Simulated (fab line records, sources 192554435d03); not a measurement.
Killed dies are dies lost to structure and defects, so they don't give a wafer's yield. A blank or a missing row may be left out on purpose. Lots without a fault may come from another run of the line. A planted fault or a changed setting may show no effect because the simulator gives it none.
fab line records | flow n5_finfet
record lots=24 wafers=72 last_day=18
route steps=1938 shown BEOL_M11@1581 BEOL_M12@1641 BEOL_M13@1675
lots that met no fault: from a run of the same line without faults
start_h: hours from the record's first day to the start of the lot's first wafer shown | wait_h: hours since the lot's step before | " the same as in the row above | L1.1+2: a row that stands for several wafers | - no value, or no start given | * or withheld: withheld | < > ~ a bound
route shown NAME@n: a module of which the file shows steps, and the number in the route of the first | usual: mean/standard deviation of fault-free wafers | same: alike in all rows | chamber/n: place in a boat | sites: the reading at each site | _std_site: their standard deviation | _edge_site: outer sites' mean less inner sites' | radius_mm: how far each site lies from the wafer's centre | mask NAME#n: copy n | behind: the tool/chamber that last shaped the wafer | hold: why the lot was held/for how many hours/how that ended | device: the transistor (n, p or np) that didn't switch | end of line: the same wafers' tests at the end of the route | a step without rows: its recipe alone | killed: dies lost to structure and defects at the first sort, not the wafer's yield | map: a wafer's dies, x killed, . not, _ none there
set.NAME: the setting as run; set.NAME@STEP: as run at that earlier step | model.NAME: the simulator's own value behind a step, which no gauge read
steps of the route over a sample of lots; a table a step, a row a wafer
services: from which hour (start_h, from the record's first day; less than 0 if before it) a tool's chamber was out of use, for how many hours, and why
## steps
# step N5_BEOL_M11_OCD_MEAS_38
# usual trench_depth_nm=147/3.9
# columns lot.wafer tool chamber start_h wait_h trench_depth_nm
L076.2 ocd-01 - 233.39 - 148
L076.3 " - " " 150
L076.4 " - " " 140
L075.3 ocd-02 - 235.32 - 144
L075.4 " - " " 144
L075.5 " - " " 144
L074.4 ocd-01 - 238.29 - 145
L074.5 " - " " 148
L074.6 " - " " 144
L077.3 ocd-02 - 245.87 - 145
L077.4 " - " " 145
L077.5 " - " " 144
L078.1 ocd-01 - 256.28 - 148
L078.2 " - " " 148
L078.4 " - " " 152
L080.1 ocd-01 - 258.14 - 157
L080.2 " - " " 144
L080.5 " - " " 141
L079.1 ocd-01 - 259.56 - 145
L079.3 " - " " 147
L079.4 " - " " 147
L081.2 ocd-01 - 267.33 - 149
L081.3 " - " " 154
L081.6 " - " " 151
L083.3 ocd-01 - 288.18 - 148
L083.5 " - " " 146
L083.6 " - " " 147
L084.3 ocd-02 - 288.64 - 146
L084.4 " - " " 148
L084.6 " - " " 147
L082.1 ocd-01 - 288.69 - 152
L082.4 " - " " 150
L082.5 " - " " 139
L085.1 ocd-01 - 297.77 - 149
L085.3 " - " " 147
L085.5 " - " " 151
L086.1 ocd-02 - 318.76 - 146
L086.2 " - " " 144
L086.6 " - " " 150
L087.1 ocd-01 - 324.52 - 148
L087.5 " - " " 148
L087.6 " - " " 151
L089.3 ocd-01 - 343.00 - 152
L089.5 " - " " 148
L089.6 " - " " 151
L088.1 ocd-02 - 343.57 - 146
L088.2 " - " " 147
L088.5 " - " " 146
L093.1 ocd-02 - 351.72 - 149
L093.2 " - " " 141
L093.6 " - " " 142
L090.1 ocd-02 - 352.57 - 152
L090.4 " - " " 151
L090.5 " - " " 151
L091.2 ocd-02 - 353.32 - 141
L091.3 " - " " 143
L091.5 " - " " 143
L092.1 ocd-01 - 354.09 - 149
L092.4 " - " " 151
L092.6 " - " " 148
L094.3 ocd-01 - 363.04 - 138
L094.4 " - " " 153
L094.6 " - " " 151
L095.1 ocd-02 - 366.05 - 147
L095.5 " - " " 152
L095.6 " - " " 154
L097.3 ocd-02 - 381.85 - 146
L097.4 " - " " 149
L097.6 " - " " 147
L096.1 ocd-02 - 383.71 - 147
L096.2 " - " " 143
L096.4 " - " " 150
# step N5_BEOL_M11_SPUTTER_48
# recipe material=Cu target_thk_a=120 temp_c=-20 bias_v=60 power_w=26000 chamber_pressure_pa=0.13 time_s=2
# usual throttle_valve_pct=30.0/0.83
# columns lot.wafer tool chamber start_h wait_h throttle_valve_pct
L076.2 pvd_sputter-01 - 236.98 1.7 30.1
L076.3 " - " " 28.7
L076.4 " - " " 28.8
L075.3 pvd_sputter-02 - 239.26 0.9 29.7
L075.4 " - " " 29.5
L075.5 " - " " 29.9
L074.4 pvd_sputter-01 - 240.36 0.1 30.7
L074.5 " - " " 28.4
L074.6 " - " " 30.9
L077.3 pvd_sputter-02 - 247.09 0.1 30.2
L077.4 " - " " 29.9
L077.5 " - " " 30.4
L078.1 pvd_sputter-03 - 257.62 0.3 31.4
L078.2 " - " " 29.1
L078.4 " - " " 30.1
L080.1 pvd_sputter-03 - 259.40 0.2 30.1
L080.2 " - " " 30.9
L080.5 " - " " 29.1
L079.1 pvd_sputter-03 - 263.51 0.1 29.2
L079.3 " - " " 30.2
L079.4 " - " " 31.0
L081.2 pvd_sputter-02 - 270.94 0.5 29.7
L081.3 " - " " 29.8
L081.6 " - " " 29.7
L083.3 pvd_sputter-01 - 289.99 0.2 28.5
L083.5 " - " " 30.4
L083.6 " - " " 30.2
L084.3 pvd_sputter-01 - 290.23 0.1 30.7
L084.4 " - " " 28.7
L084.6 " - " " 28.8
L082.1 pvd_sputter-01 - 290.31 0.1 28.6
L082.4 " - " " 28.8
L082.5 " - " " 28.7
L085.1 pvd_sputter-02 - 300.76 1.6 29.9
L085.3 " - " " 29.8
L085.5 " - " " 29.5
L086.1 pvd_sputter-02 - 320.00 0.1 30.1
L086.2 " - " " 29.8
L086.6 " - " " 29.7
L087.1 pvd_sputter-03 - 326.35 0.1 31.2
L087.5 " - " " 31.1
L087.6 " - " " 30.2
L089.3 pvd_sputter-01 - 344.85 0.1 29.8
L089.5 " - " " 30.5
L089.6 " - " " 30.2
L088.1 pvd_sputter-03 - 345.60 0.2 31.6
L088.2 " - " " 29.2
L088.5 " - " " 30.1
L093.1 pvd_sputter-02 - 353.25 0.1 29.8
L093.2 " - " " 29.9
L093.6 " - " " 29.4
L090.1 pvd_sputter-03 - 354.04 0.1 31.7
L090.4 " - " " 30.2
L090.5 " - " " 31.5
L091.2 pvd_sputter-03 - 354.80 0.1 29.1
L091.3 " - " " 30.9
L091.5 " - " " 28.9
L092.1 pvd_sputter-02 - 355.33 0.1 30.1
L092.4 " - " " 29.9
L092.6 " - " " 29.6
L094.3 pvd_sputter-01 - 365.93 0.2 30.8
L094.4 " - " " 29.8
L094.6 " - " " 30.2
L095.1 pvd_sputter-03 - 367.72 0.1 31.6
L095.5 " - " " 29.2
L095.6 " - " " 31.0
L097.3 pvd_sputter-01 - 384.39 0.1 29.9
L097.4 " - " " 30.7
L097.6 " - " " 29.9
L096.1 pvd_sputter-02 - 385.37 0.1 30.0
L096.2 " - " " 29.9
L096.4 " - " " 30.4
# step N5_BEOL_M11_ANNEAL_51
# recipe temp_c=225 time_s=90 ambient=N2
# usual wafer_temp_C_max=226.29/0.3
# columns lot.wafer tool chamber start_h wait_h wafer_temp_C_max
L076.2 rtp_anneal-02 0 237.25 0.1 226.18
L076.3 " 0 " " 226.73
L076.4 " 0 " " 226.38
L075.3 rtp_anneal-02 0 239.58 0.1 226.09
L075.4 " 0 " " 226.45
L075.5 " 0 " " 226.51
L074.4 rtp_anneal-01 0 240.77 0.2 226.07
L074.5 " 0 " " 225.98
L074.6 " 0 " " 225.89
L077.3 rtp_anneal-01 0 247.57 0.3 226.05
L077.4 " 0 " " 226.17
L077.5 " 0 " " 226.22
L078.1 rtp_anneal-02 0 257.97 0.2 225.72
L078.2 " 0 " " 225.78
L078.4 " 0 " " 226.40
L080.1 rtp_anneal-01 0 259.63 0.1 226.30
L080.2 " 0 " " 226.13
L080.5 " 0 " " 226.16
L079.1 rtp_anneal-01 0 264.06 0.4 226.97
L079.3 " 0 " " 226.56
L079.4 " 0 " " 226.33
L081.2 rtp_anneal-01 0 274.72 3.6 226.48
L081.3 " 0 " " 226.61
L081.6 " 0 " " 226.24
L083.3 rtp_anneal-01 0 292.13 2.0 226.27
L083.5 " 0 " " 226.35
L083.6 " 0 " " 226.64
L084.3 rtp_anneal-01 0 293.30 2.9 226.31
L084.4 " 0 " " 226.59
L084.6 " 0 " " 226.65
L082.1 rtp_anneal-01 0 293.48 3.0 226.03
L082.4 " 0 " " 225.97
L082.5 " 0 " " 226.06
L085.1 rtp_anneal-01 0 301.14 0.2 226.32
L085.3 " 0 " " 226.44
L085.5 " 0 " " 225.87
L086.1 rtp_anneal-01 0 320.48 0.3 226.26
L086.2 " 0 " " 226.43
L086.6 " 0 " " 226.44
L087.1 rtp_anneal-01 0 326.69 0.2 225.80
L087.5 " 0 " " 226.16
L087.6 " 0 " " 225.90
L089.3 rtp_anneal-01 0 345.46 0.4 226.32
L089.5 " 0 " " 225.82
L089.6 " 0 " " 227.03
L088.1 rtp_anneal-01 0 345.91 0.2 226.61
L088.2 " 0 " " 226.00
L088.5 " 0 " " 226.23
L093.1 rtp_anneal-01 0 353.48 0.1 226.13
L093.2 " 0 " " 226.39
L093.6 " 0 " " 226.25
L090.1 rtp_anneal-01 0 354.32 0.1 226.59
L090.4 " 0 " " 226.53
L090.5 " 0 " " 226.47
L091.2 rtp_anneal-01 0 355.07 0.1 226.20
L091.3 " 0 " " 226.35
L091.5 " 0 " " 226.44
L092.1 rtp_anneal-01 0 355.68 0.2 227.04
L092.4 " 0 " " 226.78
L092.6 " 0 " " 226.08
L094.3 rtp_anneal-01 0 366.28 0.2 226.23
L094.4 " 0 " " 226.41
L094.6 " 0 " " 226.51
L095.1 rtp_anneal-01 0 369.00 1.1 226.64
L095.5 " 0 " " 226.79
L095.6 " 0 " " 226.32
L097.3 rtp_anneal-02 0 384.71 0.1 226.63
L097.4 " 0 " " 226.17
L097.6 " 0 " " 226.49
L096.1 rtp_anneal-02 0 385.83 0.3 226.47
L096.2 " 0 " " 226.02
L096.4 " 0 " " 226.62
# step N5_BEOL_M11_CMP_52
# recipe stop_on=SiCOH_lowk t_overpolish_s=7 down_force_psi=1 platen_rpm=50 clearing_platen_down_force_psi=1.5 clearing_platen_rpm=50 post_cmp_clean=cu_alkaline target_thk_nm=140 clearing_platen_pad_velocity_m_s=0.99484 pad_velocity_m_s=0.99484
# usual barrier_field_endpoint_s=28.9/0.88 head_pressure_psi=0.9999/0.0022 motor_current_A=6.2/0.82 overpolish_run_s=7.000/0.0093 slurry_flow_ml_min=150.0/0.42 time_to_endpoint_s=67/4.5
# columns lot.wafer tool chamber start_h wait_h barrier_field_endpoint_s head_pressure_psi motor_current_A overpolish_run_s slurry_flow_ml_min time_to_endpoint_s
L076.3 cmp-02 1 237.51 0.2 28.4 0.9991 6.1 6.995 149.4 60
L076.4 " 2 " " 29.2 1.0032 5.1 6.994 150.2 70
L076.2 " 3 " " 29.2 0.9967 6.6 6.997 150.3 67
L075.3 cmp-04 0 239.82 0.2 30.0 1.0037 6.3 7.013 149.6 72
L075.4 " 1 " " 28.5 0.9977 5.0 6.996 150.4 64
L075.5 " 0 " " 30.4 1.0015 6.3 6.991 150.2 72
L074.4 cmp-04 0 240.98 0.2 30.1 1.0006 6.3 7.009 150.3 74
L074.5 " 3 " " 30.6 1.0008 7.0 7.000 149.7 72
L074.6 " 0 " " 30.4 1.0000 5.8 6.992 150.0 73
L077.4 cmp-02 1 247.77 0.1 28.7 1.0005 6.3 7.005 149.4 62
L077.3 " 0 " " 27.7 1.0019 7.6 6.978 149.6 58
L077.5 " 2 " " 29.2 1.0028 5.1 6.999 150.1 71
L078.4 cmp-03 0 258.37 0.2 28.7 1.0011 5.5 6.989 150.1 70
L078.2 " 1 " " 27.9 1.0003 5.8 7.005 150.3 65
L078.1 " 3 " " 29.3 1.0036 6.3 7.011 149.5 68
L080.2 cmp-03 0 259.93 0.2 29.0 0.9969 5.6 7.013 150.2 70
L080.1 " 3 " " 27.9 0.9998 5.9 6.996 150.8 67
L080.5 " 0 " " 29.1 0.9983 5.4 7.007 149.8 72
L079.1 cmp-04 3 264.36 0.3 29.9 1.0002 7.7 6.998 150.4 71
L079.3 " 1 " " 27.8 1.0032 5.0 6.994 150.3 60
L079.4 " 2 " " 29.2 1.0019 6.8 7.022 149.9 66
L081.3 cmp-04 3 275.04 0.2 29.1 0.9985 6.9 6.995 149.9 68
L081.2 " 0 " " 29.9 1.0008 6.4 6.998 149.5 70
L081.6 " 1 " " 28.3 1.0034 5.3 7.003 150.0 63
L083.3 cmp-04 1 292.34 0.2 28.1 1.0002 5.0 6.994 149.7 66
L083.5 " 1 " " 28.2 0.9990 5.2 6.991 149.3 66
L083.6 " 2 " " 29.4 0.9988 6.8 6.998 149.7 73
L084.3 cmp-04 2 293.51 0.2 29.0 1.0009 6.9 7.020 150.3 67
L084.4 " 3 " " 29.5 0.9981 7.6 7.002 150.5 70
L084.6 " 2 " " 29.6 1.0018 7.2 6.991 149.7 67
L082.1 cmp-03 3 293.82 0.3 29.2 0.9993 5.8 7.000 150.0 66
L082.4 " 0 " " 30.0 1.0016 5.2 6.984 149.2 72
L082.5 " 2 " " 29.3 0.9971 5.7 6.989 150.2 65
L085.3 cmp-03 1 301.49 0.2 28.3 1.0007 6.3 6.998 149.8 66
L085.1 " 2 " " 28.7 0.9976 5.8 7.001 149.8 68
L085.5 " 1 " " 29.3 1.0006 6.3 6.998 149.6 66
L086.2 cmp-04 3 320.78 0.2 28.6 1.0014 7.3 6.987 149.9 71
L086.1 " 2 " " 28.1 1.0043 7.4 6.990 150.2 67
L086.6 " 3 " " 29.3 1.0024 7.5 7.007 149.6 70
L087.1 cmp-03 0 326.99 0.3 28.4 0.9991 5.5 6.997 150.5 66
L087.5 " 0 " " 27.9 1.0006 5.8 6.994 150.2 68
L087.6 " 1 " " 28.3 0.9992 5.9 6.998 149.9 64
L089.3 cmp-02 0 345.68 0.2 27.9 0.9958 7.3 6.990 150.6 58
L089.5 " 0 " " 28.4 0.9971 7.6 7.003 149.9 61
L089.6 " 1 " " 28.7 0.9966 6.3 7.006 150.6 64
L088.1 cmp-04 3 346.35 0.4 30.2 1.0036 7.4 6.995 149.9 77
L088.2 " 1 " " 28.6 1.0002 5.1 7.018 150.4 67
L088.5 " 2 " " 30.0 0.9941 7.0 7.007 150.3 75
L093.1 cmp-03 0 353.78 0.3 29.0 0.9972 5.4 7.004 150.5 66
L093.2 " 1 " " 28.5 0.9978 6.5 7.003 149.9 63
L093.6 " 1 " " 28.2 1.0013 6.3 7.000 150.0 61
L090.1 cmp-02 1 354.70 0.3 27.4 1.0005 6.1 7.008 150.1 65
L090.4 " 2 " " 29.8 0.9993 5.1 7.005 150.7 71
L090.5 " 0 " " 28.0 0.9983 7.6 7.000 150.3 64
L091.3 cmp-03 3 355.36 0.2 28.5 0.9972 6.4 7.001 150.7 66
L091.2 " 1 " " 27.6 1.0019 5.8 7.008 150.3 64
L091.5 " 2 " " 28.8 0.9989 5.5 7.008 149.6 69
L092.1 cmp-02 0 355.98 0.3 27.3 0.9969 7.8 6.994 150.3 59
L092.4 " 1 " " 28.2 0.9989 6.1 6.996 149.7 60
L092.6 " 0 " " 28.4 1.0008 7.7 6.989 149.8 58
L094.3 cmp-02 2 366.60 0.3 29.8 0.9978 4.9 6.995 150.6 68
L094.4 " 0 " " 28.9 0.9973 7.9 6.995 150.5 63
L094.6 " 2 " " 29.3 0.9968 5.2 6.988 150.1 68
L095.1 cmp-04 2 369.37 0.3 29.3 0.9994 7.1 7.012 149.6 69
L095.6 " 2 " " 27.8 0.9963 7.1 6.998 149.7 66
L095.5 " 3 " " 28.9 1.0012 7.6 6.992 149.5 65
L097.4 cmp-02 2 384.92 0.1 30.1 0.9961 5.5 6.993 149.6 72
L097.3 " 3 " " 28.5 1.0034 6.8 7.007 149.7 66
L097.6 " 2 " " 29.8 0.9953 5.2 6.990 149.8 73
L096.4 cmp-03 0 386.16 0.2 28.6 1.0020 5.4 7.009 149.5 66
L096.2 " 1 " " 27.6 1.0012 6.0 6.985 150.0 60
L096.1 " 2 " " 27.8 0.9986 5.4 7.021 149.9 65
# step N5_BEOL_M12_OCD_MEAS_35
# usual trench_depth_nm=315/6.1
# columns lot.wafer tool chamber start_h wait_h trench_depth_nm
L076.2 ocd-02 - 240.23 0.0 314
L076.3 " - " " 327
L076.4 " - " " 316
L075.3 ocd-01 - 242.53 0.0 315
L075.4 " - " " 322
L075.5 " - " " 324
L074.4 ocd-02 - 243.95 0.0 308
L074.5 " - " " 314
L074.6 " - " " 317
L077.3 ocd-01 - 250.34 0.0 316
L077.4 " - " " 325
L077.5 " - " " 325
L078.1 ocd-01 - 261.01 0.0 310
L078.2 " - " " 310
L078.4 " - " " 319
L080.1 ocd-01 - 262.55 0.0 308
L080.2 " - " " 317
L080.5 " - " " 309
L079.1 ocd-01 - 266.79 0.0 316
L079.3 " - " " 306
L079.4 " - " " 310
L081.2 ocd-02 - 277.81 0.0 308
L081.3 " - " " 311
L081.6 " - " " 310
L083.3 ocd-02 - 294.90 0.0 312
L083.5 " - " " 317
L083.6 " - " " 308
L084.3 ocd-02 - 296.10 0.0 312
L084.4 " - " " 320
L084.6 " - " " 311
L082.1 ocd-02 - 296.27 0.0 317
L082.4 " - " " 310
L082.5 " - " " 311
L085.1 ocd-01 - 304.06 0.0 307
L085.3 " - " " 308
L085.5 " - " " 307
L086.1 ocd-01 - 323.33 0.0 306
L086.2 " - " " 332
L086.6 " - " " 318
L087.1 ocd-02 - 329.70 0.0 315
L087.5 " - " " 317
L087.6 " - " " 314
L089.3 ocd-02 - 348.24 0.0 330
L089.5 " - " " 330
L089.6 " - " " 320
L088.1 ocd-02 - 348.90 0.0 316
L088.2 " - " " 316
L088.5 " - " " 314
L093.1 ocd-02 - 356.61 0.0 318
L093.2 " - " " 331
L093.6 " - " " 330
L090.1 ocd-01 - 357.33 0.0 316
L090.4 " - " " 311
L090.5 " - " " 316
L091.2 ocd-01 - 358.16 0.0 313
L091.3 " - " " 313
L091.5 " - " " 316
L092.1 ocd-01 - 359.29 0.0 307
L092.4 " - " " 326
L092.6 " - " " 308
L094.3 ocd-02 - 369.09 0.0 323
L094.4 " - " " 321
L094.6 " - " " 320
L095.1 ocd-01 - 371.92 0.0 312
L095.5 " - " " 310
L095.6 " - " " 315
L097.3 ocd-02 - 387.61 0.0 312
L097.4 " - " " 319
L097.6 " - " " 315
L096.1 ocd-02 - 388.72 0.0 312
L096.2 " - " " 314
L096.4 " - " " 315
# step N5_BEOL_M13_STRIP_63
# recipe chemistry=N2/H2 power_w=1000 temp_c=250 h2_frac=0.65 overash_fraction=0.3 pressure_mtorr=1000 n2_flow_sccm=1750 h2_flow_sccm=3250
# usual drypump_motor_current_A=5.90/0.14 h2_flow_sccm=3250/8.8 heater_power_w=345/55 oes_product_au=0.674/0.005 strip_time_to_endpoint_s=27.7/1.5
# columns lot.wafer tool chamber start_h wait_h drypump_motor_current_A h2_flow_sccm heater_power_w oes_product_au rf_hours_counter_h strip_time_to_endpoint_s
L076.2 plasma_asher-02 0 243.10 - 5.63 3264 310 0.681 120 30.9
L076.3 " 1 " " 5.97 3235 391 0.685 - 30.0
L076.4 " 0 " " 5.62 3258 314 0.681 - 28.5
L075.3 plasma_asher-01 0 248.90 - 6.03 3261 395 0.670 - 29.1
L075.4 " 1 " " 5.92 3255 276 0.679 - 30.6
L075.5 " 1 " " 5.93 3239 281 0.669 - 28.8
L074.4 plasma_asher-02 1 249.54 - 5.97 3244 393 0.670 - 28.4
L074.5 " 0 " " 5.56 3263 312 0.676 - 28.1
L074.6 " 1 " " 5.98 3235 393 0.670 - 28.0
L077.3 plasma_asher-02 0 253.70 - 5.70 3251 309 0.667 - 25.6
L077.4 " 1 " " 5.95 3250 388 0.678 - 26.3
L077.5 " 1 " " 5.94 3258 390 0.682 - 26.0
L078.1 plasma_asher-01 0 271.08 - 5.99 3245 414 0.668 75 26.0
L078.2 " 1 " " 5.92 3249 282 0.683 75 27.3
L078.4 " 1 " " 5.95 3250 282 0.664 - 25.1
L080.1 plasma_asher-01 0 271.32 - 6.01 3246 404 0.675 75 28.9
L080.2 " 1 " " 5.94 3252 276 0.677 75 27.2
L080.5 " 0 " " 6.00 3256 405 0.677 - 27.7
L079.1 plasma_asher-02 0 273.68 - 5.64 3235 302 0.674 126 30.0
L079.3 " 0 " " 5.64 3245 307 0.679 - 29.3
L079.4 " 1 " " 5.95 3250 389 0.676 - 26.7
L081.2 plasma_asher-01 0 285.07 - 6.03 3244 406 0.679 78 31.4
L081.3 " 1 " " 5.96 3259 277 0.680 - 27.5
L081.6 " 1 " " 5.97 3242 279 0.679 - 30.1
L083.3 plasma_asher-01 1 301.16 - 5.95 3251 277 0.673 - 27.4
L083.5 " 0 " " 6.00 3233 403 0.670 - 26.1
L083.6 " 1 " " 5.96 3260 278 0.674 - 27.6
L084.3 plasma_asher-01 0 301.28 - 5.98 3250 415 0.674 - 28.4
L084.4 " 1 " " 5.97 3243 282 0.672 - 27.1
L084.6 " 0 " " 6.00 3253 398 0.678 - 27.1
L082.1 plasma_asher-02 0 301.89 - 5.66 3259 307 0.693 132 28.9
L082.4 " 1 " " 5.96 3251 393 0.676 - 26.3
L082.5 " 0 " " 5.66 3253 307 0.678 - 26.7
L085.1 plasma_asher-02 1 313.67 - 5.95 3248 393 0.680 134 27.7
L085.3 " 1 " " 5.95 3249 404 0.673 - 27.3
L085.5 " 0 " " 5.60 3249 305 0.678 - 26.8
L086.1 plasma_asher-02 1 333.52 - 5.94 3259 395 0.682 137 28.0
L086.2 " 0 " " 5.63 3241 305 0.676 137 28.9
L086.6 " 0 " " 5.63 3229 313 0.686 - 27.7
L087.1 plasma_asher-01 0 333.91 - 6.01 3248 394 0.676 87 28.0
L087.5 " 1 " " 5.95 3251 280 0.675 - 26.6
L087.6 " 0 " " 6.00 3247 396 0.666 - 28.2
L089.3 plasma_asher-01 0 351.32 - 6.01 3251 417 0.675 - 28.3
L089.5 " 0 " " 6.01 3253 395 0.669 - 25.8
L089.6 " 1 " " 5.95 3254 281 0.674 - 27.1
L088.1 plasma_asher-02 1 351.75 - 5.92 3255 391 0.673 140 28.1
L088.2 " 0 " " 5.65 3245 303 0.671 140 28.3
L088.5 " 1 " " 5.95 3265 391 0.682 - 27.9
L093.1 plasma_asher-01 0 360.08 - 6.04 3253 393 0.677 94 27.7
L093.2 " 1 " " 5.92 3256 277 0.676 94 28.2
L093.6 " 1 " " 5.95 3255 285 0.671 - 27.6
L090.1 plasma_asher-01 0 361.08 - 6.03 3245 404 0.683 94 28.3
L090.4 " 1 " " 5.95 3241 279 0.678 - 28.5
L090.5 " 1 " " 5.97 3247 276 0.674 - 25.4
L091.2 plasma_asher-01 1 365.98 - 5.94 3244 283 0.680 95 30.6
L091.3 " 1 " " 5.97 3247 274 0.682 - 29.9
L091.5 " 0 " " 5.99 3262 401 0.681 - 29.5
L092.1 plasma_asher-01 1 368.30 - 5.95 3254 288 0.669 95 25.9
L092.4 " 0 " " 6.02 3242 405 0.673 - 27.7
L092.6 " 0 " " 6.02 3255 399 0.675 - 25.2
L094.3 plasma_asher-02 1 374.41 - 5.95 3240 394 0.676 - 29.2
L094.4 " 0 " " 5.64 3262 309 0.672 - 27.5
L094.6 " 0 " " 5.67 3259 307 0.665 - 27.9
L095.1 plasma_asher-02 0 375.70 - 5.61 3256 305 0.677 145 28.5
L095.5 " 1 " " 5.96 3247 393 0.678 - 28.4
L095.6 " 0 " " 5.63 3250 311 0.669 - 27.8
L097.3 plasma_asher-01 1 394.99 - 5.97 3257 281 0.676 - 27.0
L097.4 " 0 " " 6.00 3240 407 0.670 - 26.8
L097.6 " 0 " " 6.00 3260 398 0.668 - 23.3
L096.1 plasma_asher-01 1 396.21 - 5.96 3253 285 0.680 101 28.7
L096.2 " 0 " " 6.00 3254 393 0.677 101 29.4
L096.4 " 0 " " 6.02 3266 396 0.671 - 28.7
## services
# columns tool chamber start_h hours kind
cmp-02 - 215.11 6.7 pm
cmp-04 - 225.15 0.9 repair
pvd_sputter-01 - 234.69 2.1 repair
cmp-03 - 238.69 5.3 pm
pvd_sputter-01 - 256.70 7.0 repair
rtp_anneal-02 - 260.06 51.6 pm
cmp-02 - 262.33 4.6 repair
cmp-04 - 268.51 0.4 repair
cmp-02 - 271.08 0.4 repair
cmp-02 - 275.17 2.2 repair
cmp-02 - 304.35 20.2 pm
cmp-04 - 308.07 4.0 pm
cmp-04 - 312.07 - consumable_replace:conditioner
cmp-04 - 312.07 - consumable_replace:pad
cmp-02 - 325.99 4.7 repair
cmp-02 - 338.15 4.1 pm
pvd_sputter-01 - 340.25 1.8 repair
plasma_asher-01 - 344.61 0.7 repair
cmp-04 - 350.95 1.7 repair
cmp-03 - 365.87 4.6 pm
plasma_asher-02 - 380.73 2.8 pm
cmp-02 - 391.70 1.3 repair
## key
fault none
